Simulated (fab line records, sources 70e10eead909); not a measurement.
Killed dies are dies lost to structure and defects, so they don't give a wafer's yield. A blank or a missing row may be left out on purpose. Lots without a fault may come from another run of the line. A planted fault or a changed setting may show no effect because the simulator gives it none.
Chamber matching | flow nand_harc | NHARC_A_DECK1_JOINT_ETCHBACK_07 on rie_si-01: 4 sister chambers
The step etches the open film in HBr, target depth 105 nm, time 26.9 s. 7 wafers are shown with their chamber, then 6 later ones without.

WAFERS WITH THEIR CHAMBER
wafer  | chamber | drypump_motor_current_A (A) | oes_product_au (a.u.)
L936.4 | 1       | 6.0                         | 1.011
L940.1 | 0       | 6.1                         | 1.010
L942.1 | 2       | 5.7                         | 1.009
L942.3 | 3       | 5.2                         | 0.985
L942.5 | 0       | 6.2                         | 1.000
L943.1 | 3       | 5.2                         | 1.005
L943.3 | 2       | 5.7                         | 1.015

WAFERS WITHOUT THEIR CHAMBER
wafer  | drypump_motor_current_A (A) | oes_product_au (a.u.)
L943.4 | 6.0                         | 1.032
L946.2 | 6.0                         | 1.028
L946.3 | 5.7                         | 1.031
L946.6 | 6.1                         | 1.012
L948.3 | 6.1                         | 0.999
L948.4 | 5.2                         | 1.012

WHICH CHAMBER EACH WENT THROUGH
wafer  | from the rows above     | in truth
L943.4 | 1                       | 1
L946.2 | 1                       | 1
L946.3 | 2                       | 2
L946.6 | can't be placed: 0 or 1 | 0
L948.3 | can't be placed: 0 or 1 | 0
L948.4 | 3                       | 3
Placed correctly: 4 of 6. Can't be placed from these rows: 2 (the true chamber is among the candidates in 2). Placed wrongly: 0.
How it was worked out, from the rows above alone: a wafer's distance from a chamber is the root of the sum, over the readings, of the square of ((its reading less the chamber's mean) divided by the reading's scatter). The wafer belongs to the nearest chamber; if the next one is less than 2 further off, it can't be placed. A chamber's mean is the mean of its shown wafers. The scatter: the root of (the sum of the squares of (reading less its chamber's mean) over the shown wafers, divided by (wafers less chambers)).
